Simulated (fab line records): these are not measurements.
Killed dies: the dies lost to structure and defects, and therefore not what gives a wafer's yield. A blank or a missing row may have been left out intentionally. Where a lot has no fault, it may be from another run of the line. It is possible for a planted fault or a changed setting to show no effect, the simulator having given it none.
Which tool is to blame?    flow nand_harc    24 lots with 72 wafers sampled at 5 steps, on a route of 1159 steps

## WHAT EACH GAUGE READ, for each wafer
NHARC_A_SLIT_CD_MEAS_09 targets a cd of 300 nm.
lot   measured      on         cd_nm (nm)
L075  day 14 14:59  cd_sem-02  299.5 300.3 299.5
L074  day 14 15:08  cd_sem-01  299.5 300.4 299.4
L079  day 14 22:54  cd_sem-01  298.8 298.3 299.0
L076  day 14 23:04  cd_sem-03  298.8 299.1 299.9
L077  day 14 23:14  cd_sem-03  300.2 299.9 300.8
L078  day 15 04:40  cd_sem-01  299.2 299.2 299.6
L081  day 15 21:34  cd_sem-01  300.4 300.5 299.5
L080  day 16 08:38  cd_sem-02  299.7 300.0 300.5
L083  day 16 08:48  cd_sem-03  300.4 300.1 300.9
L082  day 16 20:30  cd_sem-02  300.1 299.7 300.5
L084  day 16 20:44  cd_sem-01  299.9 300.3 300.1
L086  day 17 14:16  cd_sem-03  299.9 299.4 299.4
L087  day 17 15:29  cd_sem-01  299.2 299.9 299.7
L085  day 17 15:56  cd_sem-01  299.7 299.8 300.4
L089  day 17 16:36  cd_sem-01  300.0 299.0 299.1
L088  day 18 04:05  cd_sem-03  299.8 300.1 300.1
L093  day 18 16:47  cd_sem-03  299.7 300.1 299.5
L090  day 18 16:49  cd_sem-02  300.2 300.0 299.4
L091  day 18 16:52  cd_sem-01  299.7 299.8 299.8
L094  day 19 03:19  cd_sem-03  300.0 299.7 299.6
L092  day 19 08:23  cd_sem-01  300.1 299.2 299.7
L096  day 19 08:33  cd_sem-01  299.3 299.7 300.4
L095  day 19 09:49  cd_sem-02  300.3 300.1 300.0
L097  day 20 05:14  cd_sem-02  299.9 299.7 300.0

NHARC_A_CONTACT_CD_MEAS_53.
lot   measured      on         cd_nm (nm)
L075  day 16 18:20  cd_sem-02  189.8 188.7 190.1
L074  day 16 12:30  cd_sem-01  190.1 190.2 191.3
L079  day 16 22:26  cd_sem-01  188.2 187.2 187.5
L076  day 17 02:49  cd_sem-02  189.6 188.5 188.9
L077  day 16 20:30  cd_sem-03  189.3 189.6 189.7
L078  day 17 04:12  cd_sem-03  188.7 188.3 187.8
L081  day 17 22:17  cd_sem-01  190.5 190.0 190.4
L080  day 18 06:01  cd_sem-03  190.5 190.4 189.6
L083  day 18 07:50  cd_sem-02  190.3 189.9 189.9
L082  day 18 23:03  cd_sem-02  191.0 190.5 190.5
L084  day 19 01:21  cd_sem-01  191.0 190.6 190.0
L086  day 19 14:27  cd_sem-02  190.5 189.8 190.1
L087  day 19 15:25  cd_sem-02  189.5 189.3 188.9
L085  day 19 19:52  cd_sem-02  189.7 189.6 189.9
L089  day 20 02:18  cd_sem-03  190.1 191.3 190.1
L088  day 20 04:38  cd_sem-01  189.8 189.7 190.2
L093  day 21 00:04  cd_sem-02  189.6 189.7 189.5
L090  day 20 20:16  cd_sem-02  190.3 190.9 190.1
L091  day 20 17:58  cd_sem-03  190.6 190.3 191.1
L094  day 21 02:26  cd_sem-03  188.6 188.4 189.0
L092  day 21 19:47  cd_sem-01  190.8 189.7 190.6
L096  day 21 20:38  cd_sem-03  189.5 188.8 189.1
L095  day 21 23:19  cd_sem-01  190.5 189.5 189.7
L097  day 22 10:37  cd_sem-03  189.6 190.4 190.2

## WHICH TOOL RAN EACH LOT (tool, then ch and the chambers of the sampled wafers, then the start)
lot   NHARC_A_WL_FILL_ALD_02               NHARC_A_CONTACT_ETCH_51                        NHARC_A_CONTACT_ETCH_112
L075  ald_metal-04 ch 1,2,3, day 15 02:56  rie_diel-03 ch 0,1,3, day 16 16:24 or earlier  har_cap_etch-03 ch 0,1, day 16 16:24
L074  ald_metal-01 ch 0,2,3, day 15 03:05  rie_diel-03 ch 0,1,3, day 16 10:41 or earlier  har_cap_etch-02 ch 0,1, day 16 10:41
L079  ald_metal-04 ch 0,1,3, day 15 11:40  rie_diel-03 ch 0,1,2, day 16 20:35 or earlier  har_cap_etch-02 ch 0,1, day 16 20:35
L076  ald_metal-02 ch 0,1,2, day 15 11:59  rie_diel-05 ch 0,1, day 17 00:53 or earlier    har_cap_etch-03 ch 0,1, day 17 00:53
L077  ald_metal-01 ch 0,1,2, day 15 11:29  rie_diel-03 ch 0,1, day 16 18:40 or earlier    har_cap_etch-02 ch 0,1, day 16 18:40
L078  ald_metal-02 ch 0,1, day 15 16:26    rie_diel-03 ch 1,3, day 17 02:23 or earlier    har_cap_etch-01 ch 0,1, day 17 02:23
L081  ald_metal-04 ch 0,1,2, day 16 09:55  rie_diel-03 ch 0,2,3, day 17 20:29 or earlier  har_cap_etch-03 ch 0,1, day 17 20:29
L080  ald_metal-02 ch 0,2,3, day 16 20:46  rie_diel-03 ch 0,1,3, day 18 04:13 or earlier  har_cap_etch-02 ch 0,1, day 18 04:13
L083  ald_metal-04 ch 0,2,3, day 16 20:35  rie_diel-05 ch 0,1,2, day 18 05:36 or earlier  har_cap_etch-03 ch 0,1, day 18 05:36
L082  ald_metal-01 ch 2,3, day 17 08:49    rie_diel-05 ch 0,1, day 18 21:15 or earlier    har_cap_etch-03 ch 0,1, day 18 21:15
L084  ald_metal-04 ch 0,1,2, day 17 08:59  rie_diel-03 ch 0,1,2, day 18 23:32 or earlier  har_cap_etch-01 ch 0,1, day 18 23:32
L086  ald_metal-02 ch 0,3, day 18 06:02    rie_diel-13 ch 1,3, day 19 12:40 or earlier    har_cap_etch-02 ch 0,1, day 19 12:40
L087  ald_metal-01 ch 0,2,3, day 18 06:28  rie_diel-03 ch 1,2, day 19 13:35 or earlier    har_cap_etch-03 ch 0,1, day 19 13:35
L085  ald_metal-02 ch 1,2,3, day 18 06:29  rie_diel-13 ch 0,1, day 19 18:02 or earlier    har_cap_etch-02 ch 0,1, day 19 18:02
L089  ald_metal-02 ch 1,2,3, day 18 10:38  rie_diel-05 ch 0,3, day 20 00:26 or earlier    har_cap_etch-02 ch 0,1, day 20 00:26
L088  ald_metal-04 ch 0,1,2, day 18 19:07  rie_diel-03 ch 0,1,2, day 20 02:49 or earlier  har_cap_etch-02 ch 0,1, day 20 02:49
L093  ald_metal-02 ch 1,3, day 19 05:01    rie_diel-13 ch 0,1,2, day 20 22:16 or earlier  har_cap_etch-03 ch 0, day 20 22:16
L090  ald_metal-01 ch 0,1,3, day 19 04:57  rie_diel-13 ch 2,3, day 20 18:28 or earlier    har_cap_etch-02 ch 0,1, day 20 18:28
L091  ald_metal-04 ch 0,2,3, day 19 04:40  rie_diel-05 ch 0,1,2, day 20 16:09 or earlier  har_cap_etch-03 ch 0,1, day 20 16:09
L094  ald_metal-04 ch 0,2,3, day 19 15:19  rie_diel-03 ch 0,2,3, day 21 00:37 or earlier  har_cap_etch-02 ch 0,1, day 21 00:37
L092  ald_metal-02 ch 0,1,3, day 20 01:57  rie_diel-03 ch 0,3, day 21 17:58 or earlier    har_cap_etch-03 ch 0,1, day 21 17:58
L096  ald_metal-01 ch 1,2,3, day 20 02:02  rie_diel-05 ch 0,3, day 21 18:50 or earlier    har_cap_etch-01 ch 0,1, day 21 18:50
L095  ald_metal-04 ch 0,1,3, day 20 02:03  rie_diel-05 ch 1,2,3, day 21 21:30 or earlier  har_cap_etch-03 ch 0,1, day 21 21:30
L097  ald_metal-02 ch 2,3, day 20 17:07    rie_diel-05 ch 1,2,3, day 22 08:48 or earlier  har_cap_etch-03 ch 0,1, day 22 08:48
- NHARC_A_WL_FILL_ALD_02: deposits TiN, target thk 2 nm, pulse time 3 s, ald cycles 100.
- NHARC_A_CONTACT_ETCH_51: etches the open film in O2/COS, target depth 3600 nm, time 936 s.
- NHARC_A_CONTACT_ETCH_112: etches the open film in C4F8/O2/Ar, time 94 s, target depth 922 nm.

## AS READ BY THE TOOLS THEMSELVES (means over the sampled wafers that have a number; for cases with no such wafer, the mark the record gives instead)
NHARC_A_WL_FILL_ALD_02.
lot   tool          heater_power_w (W)  precursor_pulse_height_rel
L075  ald_metal-04  1167                1.010
L074  ald_metal-01  1076                1.007
L079  ald_metal-04  1028                1.005
L076  ald_metal-02  1190                0.997
L077  ald_metal-01  1125                0.993
L078  ald_metal-02  1159                1.002
L081  ald_metal-04  1201                1.005
L080  ald_metal-02  1088                1.019
L083  ald_metal-04  1154                1.000
L082  ald_metal-01  1045                1.020
L084  ald_metal-04  1201                1.010
L086  ald_metal-02  1057                0.993
L087  ald_metal-01  1071                1.002
L085  ald_metal-02  1131                1.023
L089  ald_metal-02  1130                1.016
L088  ald_metal-04  1175                0.997
L093  ald_metal-02  1073                0.993
L090  ald_metal-01  1095                1.008
L091  ald_metal-04  1142                1.002
L094  ald_metal-04  1139                1.006
L092  ald_metal-02  1118                1.009
L096  ald_metal-01  1097                0.998
L095  ald_metal-04  1018                0.986
L097  ald_metal-02  1062                0.998

NHARC_A_CONTACT_ETCH_51.
lot   tool         drypump_motor_current_A (A)  oes_product_au (a.u.)  rf_vpp_V (V)  showerhead_plenum_p_Torr (Torr)  throttle_valve_pct (%)
L075  rie_diel-03  5.7                          0.998                  312.2         2.98                             28.332
L074  rie_diel-03  5.7                          0.997                  312.1         2.98                             28.329
L079  rie_diel-03  5.9                          0.993                  314.6         3.11                             28.335
L076  rie_diel-05  6.1                          0.990                  312.5         3.07                             28.339
L077  rie_diel-03  6.1                          0.994                  312.6         2.99                             28.324
L078  rie_diel-03  5.7                          1.003                  312.0         2.90                             28.318
L081  rie_diel-03  5.5                          0.991                  316.5         3.26                             28.322
L080  rie_diel-03  5.7                          0.991                  313.9         3.14                             28.332
L083  rie_diel-05  5.9                          0.993                  314.0         3.08                             28.323
L082  rie_diel-05  5.8                          1.003                  312.6         3.01                             28.324
L084  rie_diel-03  5.9                          0.993                  313.8         3.11                             28.318
L086  rie_diel-13  6.0                          1.001                  309.9         2.88                             28.341
L087  rie_diel-03  5.9                          0.984                  314.7         3.17                             28.325
L085  rie_diel-13  5.7                          0.982                  312.3         3.02                             28.322
L089  rie_diel-05  5.6                          1.012                  314.9         3.14                             28.330
L088  rie_diel-03  5.9                          0.988                  314.6         3.11                             28.319
L093  rie_diel-13  5.6                          0.998                  315.9         3.22                             28.323
L090  rie_diel-13  5.8                          1.000                  317.6         3.31                             28.332
L091  rie_diel-05  5.8                          0.999                  313.4         3.07                             28.322
L094  rie_diel-03  5.5                          0.991                  317.0         3.26                             28.335
L092  rie_diel-03  5.4                          0.990                  316.8         3.28                             28.329
L096  rie_diel-05  5.6                          1.009                  314.6         3.14                             28.336
L095  rie_diel-05  5.5                          1.004                  313.9         3.09                             28.338
L097  rie_diel-05  5.6                          1.002                  314.2         3.08                             28.331

## THE ANSWER, worked out from the rows above alone
Rule: usual is defined by the lots themselves. Put in order of their means at a reading, lots are off if they are a third of the lots or fewer, leave a main group of 4 or more, and stand apart from it by a gap of 3 or more times the standard deviation of the main group's means; of several such gaps the widest counts. A main group whose means are all the same, to the digits that the tables above print for the reading, isn't used. A lot without any number at a reading at which 4 lots or more have one is off too. All remaining lots with rows at the step are treated as sound. After the gauges, taken in route order, come the tools' own readings; for these a lot's mean is taken, as printed above. At the first step where some lot is off, the reading lying furthest off is the one used; lots without a number count as furthest.
None of the lots is off at any reading shown; this tells nothing.

## WHAT THE SIMULATOR PUT IN
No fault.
